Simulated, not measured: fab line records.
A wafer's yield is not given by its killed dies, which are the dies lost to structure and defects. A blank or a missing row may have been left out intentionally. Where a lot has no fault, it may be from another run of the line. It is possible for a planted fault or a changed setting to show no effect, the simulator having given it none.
Chamber matching -- flow nand-harc -- 4 sister chambers for NHARC_P_GATE_STRIP_108 on rie-diel-01
The step strips in O2. 7 wafers are shown with their chamber, then 7 later ones without.

## EACH WAFER AND ITS CHAMBER
wafer,chamber,showerhead-plenum-p-Torr (Torr),oes-product-au (a.u.)
L893.5,2,3.45,1.020
L894.4,2,3.44,1.014
L904.1,3,3.45,1.005
L904.2,0,3.52,0.998
L904.5,1,3.69,1.015
L907.2,3,3.44,1.011
L907.3,1,3.69,1.007

## WAFERS WITH NO CHAMBER GIVEN
wafer,showerhead-plenum-p-Torr (Torr),oes-product-au (a.u.)
L907.6,3.52,0.994
L913.2,3.51,0.996
L913.4,3.44,1.001
L913.6,3.51,1.002
L912.2,3.44,1.002
L912.3,3.43,1.017
L912.6,3.44,1.004

## WHICH CHAMBER EACH WENT THROUGH
wafer,from the rows above,in truth
L907.6,0,0
L913.2,0,0
L913.4,can't be placed: 3 or 2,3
L913.6,0,0
L912.2,can't be placed: 3 or 2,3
L912.3,can't be placed: 2 or 3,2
L912.6,can't be placed: 3 or 2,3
Correctly placed: 3 of 7. From these rows, 4 cannot be placed; in 4 the true chamber is one of the candidates. Number placed wrongly: 0.
How it was worked out, from the rows above alone: a wafer's distance from a chamber is the root of the sum, over the readings, of the square of ((its reading less the chamber's mean) divided by the reading's scatter). If the next closest chamber is less than 2 further off than the closest, the wafer can't be placed; otherwise it belongs to the closest. A chamber's mean is the mean of its shown wafers. How the scatter is found: for the shown wafers, subtract from each reading the mean of its chamber, square and add these, divide the total by (wafers less chambers), then take the root.
